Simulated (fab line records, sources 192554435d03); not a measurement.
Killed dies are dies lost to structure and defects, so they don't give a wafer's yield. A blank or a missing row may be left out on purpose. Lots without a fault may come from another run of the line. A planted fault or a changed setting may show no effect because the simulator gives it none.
fab line records | flow n5_finfet
record lots=4 wafers=12 last_day=18
route steps=1938 shown SD_EPI_N@269 SD_EPI_P@295 BEOL_M4@1111 PASSIVATION@1936
lots that met no fault: from a run of the same line without faults
start_h: hours from the record's first day to the start of the lot's first wafer shown | wait_h: hours since the lot's step before | " the same as in the row above | L1.1+2: a row that stands for several wafers | - no value, or no start given | * or withheld: withheld | < > ~ a bound
route shown NAME@n: a module of which the file shows steps, and the number in the route of the first | usual: mean/standard deviation of fault-free wafers | same: alike in all rows | chamber/n: place in a boat | sites: the reading at each site | _std_site: their standard deviation | _edge_site: outer sites' mean less inner sites' | radius_mm: how far each site lies from the wafer's centre | mask NAME#n: copy n | behind: the tool/chamber that last shaped the wafer | hold: why the lot was held/for how many hours/how that ended | device: the transistor (n, p or np) that didn't switch | end of line: the same wafers' tests at the end of the route | a step without rows: its recipe alone | killed: dies lost to structure and defects at the first sort, not the wafer's yield | map: a wafer's dies, x killed, . not, _ none there
set.NAME: the setting as run; set.NAME@STEP: as run at that earlier step | model.NAME: the simulator's own value behind a step, which no gauge read
lots at some steps of the route; a table a step, a row a wafer
services: from which hour (start_h, from the record's first day; less than 0 if before it) a tool's chamber was out of use, for how many hours, and why
## steps
# step N5_SD_EPI_N_DEVELOP_08
# recipe develop_time_s=30 developer=TMAH resist=CAR-ArF-block dev_temp_c=23 rinse_liquid=diw dry=air_spin
# step N5_SD_EPI_N_DESCUM_14
# recipe chemistry=O2 time_s=7.9 source_power_w=50 bias_power_w=20 pressure_mtorr=20 rf_frequency_hz=2.712e+07 temp_c=40 resist=CAR-ArF-block o2_flow_sccm=225
# step N5_SD_EPI_N_ETCH_34
# recipe chemistry=CF4 target=SiARC target_depth_a=455 mask_material=CAR-ArF-block time_s=75.8 ion_energy_ev=80 pressure_mtorr=40 source_w=545 bias_w=36 Ar_flow_sccm=100 cf4_flow_sccm=100 ends=cleared
# step N5_SD_EPI_N_ETCH_35
# recipe chemistry=N2/H2 target=SOC overetch_a=1080 mask_material=SiARC temp_c=40 ion_energy_ev=100 source_w=3000 bias_w=133 pressure_mtorr=20 time_s=486 n2_flow_sccm=200 h2_flow_sccm=200
# step N5_SD_EPI_N_STRIP_36
# recipe chemistry=N2/H2 temp_c=40 n2_flow_sccm=200 h2_flow_sccm=200 rf_frequency_hz=6e+07
# step N5_SD_EPI_N_ETCHBACK_44
# recipe chemistry=CH3F/O2 mode=anisotropic_etchback target=SiNx target_depth_a=145 stop_on=SiO2 over_etch_frac=0.3 ion_energy_ev=120 pressure_mtorr=30 source_w=395 bias_w=73 Ar_flow_sccm=150 CH3F_flow_sccm=30 O2_flow_sccm=20
# step N5_SD_EPI_N_ETCH_45
# recipe chemistry=CH3F/O2 target=SiOCN target_depth_a=60 mask_material=SOC ion_energy_ev=60 bias_w=29 pressure_mtorr=15 source_w=410 Ar_flow_sccm=150 CH3F_flow_sccm=30 O2_flow_sccm=20
# step N5_SD_EPI_N_ETCH_16
# recipe chemistry=CHF3/O2 target=SiO2 target_depth_a=50 mask_material=SOC pressure_mtorr=30 source_w=650 bias_w=170 Ar_flow_sccm=200 CHF3_flow_sccm=50 O2_flow_sccm=5 ion_energy_ev=200
# step N5_SD_EPI_N_STRIP_47
# recipe chemistry=CHF3/O2 resist=SiARC rf_frequency_hz=6e+07
# step N5_SD_EPI_N_SD_RECESS_17
# recipe chemistry=HBr/Cl2/O2 target_depth_a=410 mask_material=SOC time_s=23.7 bt_time_s=3 pressure_mtorr=10 icp_w=800 bias_w=112 HBr_flow_sccm=150 Cl2_flow_sccm=80 O2_flow_sccm=12
# usual bias_w=111.9/0.36 drypump_motor_current_A=5.7/0.44 oes_o_777_au=1.007/0.018 oes_product_au=1.005/0.015 throttle_valve_pct=37.00/0.2
# same bt_time_s=3
# columns lot.wafer tool chamber start_h wait_h bias_w drypump_motor_current_A oes_o_777_au oes_product_au rf_hours_counter_h throttle_valve_pct model.Si_of_WELL_APT_EPI_41.thk_nm model.etch.depth_nm model.SD_EPI_N.feature_depth_nm
L405.1 rie_si-04 1 102.35 0.0 111.8 5.3 1.030 1.039 84 36.96 8.6 41.38 41.4
L405.4 " 0 " " 112.0 5.7 0.989 0.990 44 37.00 10 40.18 40.2
L405.5 " 1 " " 111.4 5.3 1.030 1.017 - 36.96 8 41.22 41.2
L410.1 rie_si-05 1 127.84 0.0 111.8 6.5 1.002 1.005 129 36.99 8.6 41.04 41
L410.3 " 3 " " 111.7 5.8 1.025 1.018 146 37.30 8.4 40.37 40.4
L410.5 " 1 " " 112.1 6.5 1.011 1.015 - 37.00 8.8 41.17 41.2
L411.1 rie_si-05 0 132.74 0.0 - 5.5 0.999 0.992 4 36.61 20.2 28.79 28.8
L411.2 " 2 " " - 5.2 1.025 1.017 123 36.99 19.6 29.21 29.2
L411.4 " 3 " " - 5.8 1.035 1.034 146 37.30 20.8 28.73 28.8
L413.2 rie_si-05 0 146.45 0.0 - 5.5 0.999 0.988 4 36.63 20.4 28.54 28.6
L413.3 " 1 " " - 6.5 1.010 1.004 130 37.01 20.6 29.05 29
L413.5 " 3 " " - 5.8 1.028 1.017 - 37.30 21.4 28.67 28.6
# step N5_SD_EPI_N_STRIP_38
# recipe chemistry=N2/H2 power_w=1000 temp_c=250 h2_frac=0.65 overash_fraction=0.3 pressure_mtorr=withheld n2_flow_sccm=1750 h2_flow_sccm=3250
# step N5_SD_EPI_N_WET_ETCH_43
# recipe chemistry=dHF dilution=withheld time_s=14 target=SiO2 target_depth_a=15 temp_c=25
# step N5_SD_EPI_N_STRIP_18
# recipe chemistry=SPM time_s=750 temp_c=130 h2so4_h2o2_vol_ratio=4
# columns lot.wafer tool chamber start_h wait_h model.Si_of_WELL_APT_EPI_41.thk_nm
L405.1 wet_bench-03 7 102.54 0.0 8.2
L405.4 " 0 " " 9.8
L405.5 " 3 " " 7.6
L410.1 wet_bench-03 5 128.03 0.0 8.2
L410.3 " 6 " " 8
L410.5 " 1 " " 8.4
L411.1 wet_bench-02 2 132.93 0.0 19.8
L411.2 " 3 " " 19.2
L411.4 " 0 " " 20.4
L413.2+3 wet_bench-01 5,4 146.64 0.0 20.2
L413.5 " 1 " " 21
# step N5_SD_EPI_N_SRD_20
# recipe dry=ipa_marangoni do_ppb=5 time_s=30 temp_c=23 rinse_liquid=diw
# step N5_SD_EPI_N_PRECLEAN_48
# recipe chemistry=NF3:NH3 afs_cycles=2 temp_c=30 time_s=20 sublimation_temp_c=180 sublimation_time_s=60 pressure_torr=3 rf_power_w=30
# step N5_SD_EPI_N_VAPOR_ETCH_50
# recipe chemistry=HCl target=Si temp_c=775 time_s=54 pressure_torr=20 mode=isotropic
# step N5_SD_EPI_N_EPI_21
# recipe material=Si:P dopant=P temp_c=680 pressure_torr=255 time_s=690
# step N5_SD_EPI_N_PRECLEAN_24
# recipe chemistry=O3/DIW time_s=60 temp_c=22 o3_ppm=10
# step N5_SD_EPI_N_SRD_25
# recipe time_s=30 temp_c=23 rinse_liquid=diw dry=ipa_marangoni
# step N5_SD_EPI_N_PRECLEAN_49
# recipe chemistry=NF3:NH3 afs_cycles=1 temp_c=30 time_s=20 sublimation_temp_c=180 sublimation_time_s=60 pressure_torr=3 rf_power_w=30
# step N5_SD_EPI_N_LINER_46
# recipe material=SiNx target_thk_a=30 temp_c=400 ald_precursor_family=SiH2I2 ald_co_reactant=N2/H2-plasma pressure_torr=2
# step N5_SD_EPI_P_COAT_34
# recipe resist=SOC temp_c=250 time_s=60 spin_rpm=1500 resist_thk_nm=350
# step N5_SD_EPI_P_COAT_35
# recipe resist=SiARC temp_c=220 time_s=60 spin_rpm=1500 resist_thk_nm=35
# step N5_SD_EPI_P_COAT_03
# recipe resist=CAR-ArF-block spin_rpm=1500 resist_thk_nm=150
# step N5_SD_EPI_P_EBR_05
# recipe solvent=PGMEA ebr_width_mm=1.5
# step N5_SD_EPI_P_SOFTBAKE_04
# recipe temp_c=110 time_s=60 resist=CAR-ArF-block
# step N5_SD_EPI_P_EXPOSE_06
# recipe mask_id=SD_P_BLK na=1.35 source_shape=conventional sigma_outer=0.8 polarization=unpolarized target_cd_nm=240 dose_mj=39.5
# step N5_SD_EPI_P_PEB_07
# recipe peb_temp_c=110 peb_time_s=60 resist=CAR-ArF-block
# step N5_SD_EPI_P_DEVELOP_08
# recipe develop_time_s=30 developer=TMAH resist=CAR-ArF-block dev_temp_c=23 rinse_liquid=diw dry=air_spin
# step N5_SD_EPI_P_DESCUM_14
# recipe chemistry=O2 time_s=7.9 source_power_w=50 bias_power_w=20 pressure_mtorr=20 rf_frequency_hz=2.712e+07 temp_c=40 resist=CAR-ArF-block o2_flow_sccm=225
# step N5_SD_EPI_P_ETCH_36
# recipe chemistry=CF4 target=SiARC target_depth_a=455 mask_material=CAR-ArF-block time_s=75.8 ion_energy_ev=80 pressure_mtorr=40 source_w=545 bias_w=36 Ar_flow_sccm=100 cf4_flow_sccm=100 ends=cleared
# step N5_SD_EPI_P_ETCH_37
# recipe chemistry=N2/H2 target=SOC overetch_a=1080 mask_material=SiARC temp_c=40 ion_energy_ev=100 source_w=3000 bias_w=133 pressure_mtorr=20 time_s=486 n2_flow_sccm=200 h2_flow_sccm=200 ends=end_point
# step N5_SD_EPI_P_STRIP_38
# recipe chemistry=N2/H2 temp_c=40 n2_flow_sccm=200 h2_flow_sccm=200 rf_frequency_hz=6e+07
# step N5_SD_EPI_P_ETCHBACK_46
# recipe chemistry=CH3F/O2 mode=anisotropic_etchback target=SiNx target_depth_a=175 stop_on=SiO2 over_etch_frac=0.3 ion_energy_ev=120 pressure_mtorr=30 source_w=395 bias_w=73 Ar_flow_sccm=150 CH3F_flow_sccm=30 O2_flow_sccm=20
# step N5_BEOL_M4_RC_MEAS_101
# usual CJ_N=4.34/0.07 DIBL_N=36.6/1.1 DIBL_P=36.7/1.5 IOFF_N=0.155/0.019 IOFF_N_85C=3.0/0.32 IOFF_N_LIN=0.072/0.0075 IOFF_N_LONG=5.42e-05/2.5e-06 IOFF_P=0.208/0.025 ION_N=673/8.5 ION_P=462/5.9 REXT_N=75.9/1.7 SS_N=71.6/0.58 SS_P=73.5/0.51 VT_N=250.7/2.4 VT_N_LVT=99.2/2.6 VT_P=-251/3
# columns lot.wafer tool chamber start_h wait_h CJ_N DIBL_N[mV/V] DIBL_P[mV/V] IOFF_N[nA/um] IOFF_N_85C[nA/um] IOFF_N_LIN[nA/um] IOFF_N_LONG[nA/um] IOFF_P[nA/um] ION_N[uA/um] ION_P[uA/um] REXT_N[ohm.um] SS_N[mV/dec] SS_P[mV/dec] VT_N[mV] VT_N_LVT[mV] VT_P[mV]
L405.1 prober-02 0 289.78 0.0 4.36 36.5 35.0 0.128 2.6 0.062 5.57e-05 0.196 666 462 77.3 71.7 72.9 251.4 101.7 -250
L405.4 " 0 " " 4.28 37.3 36.0 0.141 2.8 0.068 5.31e-05 0.211 663 459 77.6 71.5 73.2 250.1 100.1 -249
L405.5 " 0 " " 4.37 37.5 36.2 0.145 2.9 0.070 5.56e-05 0.217 674 469 77.5 71.4 73.7 249.2 99.9 -249
L410.1 prober-02 0 306.66 0.0 4.42 34.8 34.9 0.145 2.9 0.070 5.46e-05 0.209 676 468 77.2 71.6 72.8 249.8 99.8 -250
L410.3 " 0 " " 4.33 35.7 36.0 0.158 3.1 0.074 5.43e-05 0.227 675 472 77.7 72.1 72.8 249.3 99.1 -249
L410.5 " 0 " " 4.44 36.3 36.2 0.171 3.3 0.078 5.47e-05 0.227 664 458 78.4 71.3 73.5 248.0 97.4 -247
L411.1 prober-02 0 316.64 0.0 2.59 33.1 36.5 0.092 2.0 0.047 4.56e-05 0.225 572 468 87.5 70.1 73.5 261.0 109.7 -249
L411.2 " 0 " " 2.70 34.3 37.5 0.106 2.2 0.053 4.46e-05 0.255 579 468 88.1 71.0 75.1 258.6 107.4 -246
L411.4 " 0 " " 2.64 31.7 34.8 0.082 1.8 0.042 4.55e-05 0.202 567 467 87.9 70.4 73.0 260.3 111.2 -250
L413.2 prober-02 0 322.34 0.2 2.57 33.5 37.0 0.096 2.0 0.049 4.59e-05 0.184 573 461 84.1 71.3 73.7 256.9 106.9 -254
L413.3 " 0 " " 2.64 32.3 35.1 0.083 1.8 0.044 4.6e-05 0.158 572 453 84.3 70.8 72.7 262.5 108.8 -256
L413.5 " 0 " " 2.58 32.9 36.1 0.091 1.9 0.047 4.57e-05 0.169 572 453 84.8 71.6 73.6 260.0 106.7 -256
# step N5_PASSIVATION_PROBE_49
# usual defect_limited_yield=91.2/1.4 killed_at_M0_to_M3=36/11 killed_at_M4_up=14/5.6 killed_at_contacts=12/5.9 killed_at_front_end=38/13 killed_at_other=3.5/2.7 killed_dies=104/17 killed_on_rim=14/3.9 killed_open=68/12 killed_short=34/8.2 sort_bin_5_function=5.1/0.95 sort_bin_6_memory=3.3/0.7 sort_bin_8_speed=0.00/0.007 sort_n_pass=1076/17 sort_yield_pct=91.2/1.4
# same gross_dies=1180 killed_at_back_side=0 sort_bin_4_leakage[%]=0
# columns lot.wafer tool chamber start_h wait_h defect_limited_yield[%] killed_at_M0_to_M3 killed_at_M4_up killed_at_contacts killed_at_front_end killed_at_other killed_dies killed_on_rim killed_open killed_short sort_bin_5_function[%] sort_bin_6_memory[%] sort_bin_8_speed[%] sort_n_pass sort_yield_pct[%]
L405.1 prober-02 - 403.36 0.0 88.6 69 14 12 34 6 135 17 90 43 6.9 4.2 0 1045 88.6
L405.4 prober-02 - 403.51 0.2 93.4 34 12 7 21 4 78 9 53 25 4.0 2.5 0 1102 93.4
L405.5 prober-02 - 403.56 0.2 90.2 35 18 16 41 6 116 21 80 34 6.2 3.2 0 1064 90.2
L410.1 prober-01 - 414.56 0.0 93.3 31 12 17 17 2 79 8 53 21 4.2 2.4 0 1101 93.3
L410.3 prober-01 - 414.66 0.1 90.3 40 12 20 40 3 115 15 70 42 6.0 3.7 0 1065 90.3
L410.5 prober-01 - 414.76 0.2 93.9 17 14 5 35 1 72 11 47 25 4.0 1.9 0 1108 93.9
L411.1 prober-02 - 429.54 0.0 93.5 33 9 8 27 0 77 8 51 25 3.1 3.3 93.47 0 0
L411.2 prober-02 - 429.59 0.1 93.1 20 12 6 40 3 81 10 57 23 4.2 2.7 93.14 0 0
L411.4 prober-02 - 429.69 0.2 92.2 21 25 18 28 0 92 12 67 24 5.0 2.5 92.20 0 0
L413.2 prober-01 - 429.88 0.1 92.6 34 10 7 36 0 87 16 55 31 4.4 2.5 92.63 0 0
L413.3 prober-01 - 429.93 0.1 91.9 32 20 7 33 3 95 12 57 36 4.7 3.3 91.95 0 0
L413.5 prober-01 - 430.03 0.2 93.6 29 7 12 26 2 76 7 44 30 3.6 2.5 93.56 0 0
# killed by level:class
L405.1 BEOL_M0_SAQP:geometric_particle:open=21 BEOL_M0_SAQP:geometric_particle:short=20 MOL_CONTACT_COAG:geometric_particle:open=10 FIN_SAQP:geometric_particle:open=8 BEOL_M2:geometric_particle:open=7 BEOL_M3:geometric_particle:open=7 BEOL_M4:geometric_particle:open=7 FIN_SAQP:geometric_particle:short=6
L405.4 BEOL_M0_SAQP:geometric_particle:open=8 BEOL_M0_SAQP:geometric_particle:short=7 BEOL_M1:geometric_particle:open=7 MOL_CONTACT_COAG:geometric_particle:open=6 BEOL_M4:geometric_particle:open=6 STI_FIN_REVEAL:geometric_particle:open=5 FIN_SAQP:geometric_particle:open=3 GATE_CUT:geometric_particle:short=3
L405.5 MOL_CONTACT_COAG:geometric_particle:open=13 BEOL_M0_SAQP:geometric_particle:open=9 BEOL_M3:geometric_particle:open=8 BEOL_M4:geometric_particle:open=8 FIN_SAQP:geometric_particle:open=7 STI_FIN_REVEAL:geometric_particle:open=6 BEOL_M0_SAQP:geometric_particle:short=6 STARTING-WAFER:geometric_particle:short=5
L410.1 MOL_CONTACT_COAG:geometric_particle:open=14 BEOL_M3:geometric_particle:open=11 BEOL_M2:geometric_particle:open=6 BEOL_M4:geometric_particle:open=6 BEOL_M0_SAQP:geometric_particle:open=4 FIN_SAQP:geometric_particle:short=3 FIN_SAQP:geometric_particle:open=3 SDB:geometric_particle:short=2
L410.3 MOL_CONTACT_COAG:geometric_particle:open=13 BEOL_M0_SAQP:geometric_particle:open=12 STI_FIN_REVEAL:geometric_particle:open=10 BEOL_M0_SAQP:geometric_particle:short=10 GATE_CUT:geometric_particle:short=8 BEOL_M3:geometric_particle:open=8 MOL_CONTACT_COAG:geometric_particle:short=6 BEOL_M4:geometric_particle:short=6
L410.5 FIN_SAQP:geometric_particle:short=11 STI_FIN_REVEAL:geometric_particle:open=7 BEOL_M4:geometric_particle:open=7 MOL_CONTACT_COAG:geometric_particle:open=5 BEOL_M3:geometric_particle:open=5 BEOL_M0_SAQP:geometric_particle:open=4 STARTING-WAFER:geometric_particle:open=4 FIN_SAQP:geometric_particle:open=3
L411.1 BEOL_M1:geometric_particle:open=11 STI_FIN_REVEAL:geometric_particle:open=10 BEOL_M0_SAQP:geometric_particle:short=7 MOL_CONTACT_COAG:geometric_particle:open=6 BEOL_M4:geometric_particle:open=6 BEOL_M2:geometric_particle:open=4 BEOL_M3:geometric_particle:open=4 GATE_CUT:geometric_particle:short=3
L411.2 STI_FIN_REVEAL:geometric_particle:open=15 BEOL_M4:geometric_particle:open=7 MOL_CONTACT_COAG:geometric_particle:open=5 BEOL_M0_SAQP:geometric_particle:open=5 FIN_SAQP:geometric_particle:short=4 FIN_SAQP:geometric_particle:open=4 STI_FIN_REVEAL:geometric_particle:short=4 BEOL_M2:geometric_particle:open=4
L411.4 MOL_CONTACT_COAG:geometric_particle:open=16 BEOL_M4:geometric_particle:open=14 STI_FIN_REVEAL:geometric_particle:open=11 BEOL_M3:geometric_particle:open=6 STI_FIN_REVEAL:geometric_particle:short=5 BEOL_M0_SAQP:geometric_particle:open=4 BEOL_M0_SAQP:geometric_particle:short=4 GATE_CUT:geometric_particle:short=3
L413.2 FIN_SAQP:geometric_particle:short=8 FIN_SAQP:geometric_particle:open=7 BEOL_M0_SAQP:geometric_particle:short=7 BEOL_M0_SAQP:geometric_particle:open=7 BEOL_M2:geometric_particle:open=7 BEOL_M1:geometric_particle:open=6 DUMMY_GATE:geometric_particle:open=5 MOL_CONTACT_COAG:geometric_particle:open=5
L413.3 BEOL_M0_SAQP:geometric_particle:short=9 DUMMY_GATE:geometric_particle:open=8 BEOL_M2:geometric_particle:open=7 BEOL_M5:geometric_particle:open=6 FIN_SAQP:geometric_particle:open=5 MOL_CONTACT_COAG:geometric_particle:open=5 BEOL_M0_SAQP:geometric_particle:open=5 BEOL_M1:geometric_particle:short=5
L413.5 MOL_CONTACT_COAG:geometric_particle:open=8 BEOL_M1:geometric_particle:short=8 BEOL_M1:geometric_particle:open=7 FIN_SAQP:geometric_particle:short=5 DUMMY_GATE:geometric_particle:open=4 MOL_CONTACT_COAG:geometric_particle:short=4 BEOL_M2:geometric_particle:open=4 FIN_SAQP:geometric_particle:open=3
# map L411.4 (x killed, . not)
_________________..x.........________________
______________.................._____________
___________........................__________
__________........x.....x....x......_________
________......x..x..xx....x..........._______
_______.......x................x.......______
______.............x...................._____
_____.....................x..............____
____...x..x....x...x................x.....___
___......................xx................__
___...........................x....x.......__
__......x....x...........................x.x_
__............x.....x....................xx._
_....xx....................x................x
_..........x...............................x.
_.......xx...............x..........x........
_.....x.................x....x...............
_x..x.........xx....x......................xx
_..x.................x......x................
_.....................................x...x..
_.......x....x...............................
__xx...x..x....x..x........................._
__x..x..xx.................................._
___............................x....x......__
___.x.....x.......x......x..........x....x.__
____..........x..........x..........x.....___
_____x.x................x..........x.....____
______......................x......x...._____
_______...x....................x.x.....______
________......x.x....................._______
__________.........................._________
___________.................x......__________
______________.................._____________
_________________....x....x..________________
# map L413.3 (x killed, . not)
_________________............________________
______________x..x.............x_____________
___________.....x....x.x......x.x..__________
__________....x....................._________
________....xx...............x........_______
_______...............x................______
______....x............................x_____
_____.x..............x........x.....x....____
____............x..........x.....x........___
___x...............................x.......__
___x..x.......x.........................x..__
__....x....x.x..............x..............._
__......x.....xx..x...x...x.....x....x......_
_...........x...x.......x..x.....x....x......
_....................................x.......
_.......................x....................
_............x..x............................
_....x............................x.....x....
_............................x..x....x.......
_...x.............x.xx...................x...
_..................x....x...................x
__.......................x.......x.......x.._
__.........x..x.............x............x.._
___........x...x......x................x...__
___.....x.....x.....................x.....x__
____.................................x....___
_____...x...x.....x....x........x........____
______..............xx.................._____
_______......................x.........______
________.............................._______
__________.....................x.x.._________
___________.x...x..........x.x.....__________
______________................x._____________
_________________............________________
## services
# columns tool chamber start_h hours kind
wet_bench-01 - 83.09 1.2 repair
wet_bench-02 - 96.95 3.0 repair
rie_si-05 1 99.73 1.3 repair
rie_si-04 0 136.53 12.0 repair
## key
first_sign step=N5_BEOL_M4_RC_MEAS_101 reading=CJ_N direction=down sigmas=25 usual=4.34 struck=2.62
effect step=N5_BEOL_M4_RC_MEAS_101 reading=ION_N direction=down sigmas=12 usual=673 struck=573
effect step=N5_BEOL_M4_RC_MEAS_101 reading=REXT_N direction=up sigmas=6.1 usual=75.9 struck=86.1
effect step=N5_BEOL_M4_RC_MEAS_101 reading=VT_N direction=up sigmas=3.8 usual=250.7 struck=259.9
effect step=N5_BEOL_M4_RC_MEAS_101 reading=VT_N_LVT direction=up sigmas=3.5 usual=99.2 struck=108.4
effect step=N5_BEOL_M4_RC_MEAS_101 reading=IOFF_N_LONG direction=down sigmas=3.4 usual=5.42e-05 struck=4.56e-05
effect step=N5_BEOL_M4_RC_MEAS_101 reading=DIBL_N direction=down sigmas=3.4 usual=36.6 struck=33.0
effect step=N5_BEOL_M4_RC_MEAS_101 reading=IOFF_N_LIN direction=down sigmas=3.3 usual=0.072 struck=0.047
effect step=N5_BEOL_M4_RC_MEAS_101 reading=IOFF_N_85C direction=down sigmas=3.3 usual=3.0 struck=2.0
effect step=N5_BEOL_M4_RC_MEAS_101 reading=IOFF_N direction=down sigmas=3.3 usual=0.155 struck=0.092
effect step=N5_PASSIVATION_PROBE_49 reading=sort_bin_8_speed direction=up sigmas=99+ usual=0.00 struck=92.82
model_effect step=N5_SD_EPI_N_SD_RECESS_17 value=Si_of_WELL_APT_EPI_41.thk_nm without=8.133 struck=20.5
model_effect step=N5_SD_EPI_N_STRIP_18 value=Si_of_WELL_APT_EPI_41.thk_nm without=7.8 struck=20.13
met_at N5_SD_EPI_N_SD_RECESS_17
struck_wafers L411.1,L411.2,L411.4,L413.2,L413.3,L413.5
onset_between 127.84 132.74
also_fits time
fault kind=process_parameter_drift tool=rie_si-05 chamber=- onset_h=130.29 steps=N5_SD_EPI_N_SD_RECESS_17 channel=time_s offset=* shape=step end_h=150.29 acts_in=* stated=*
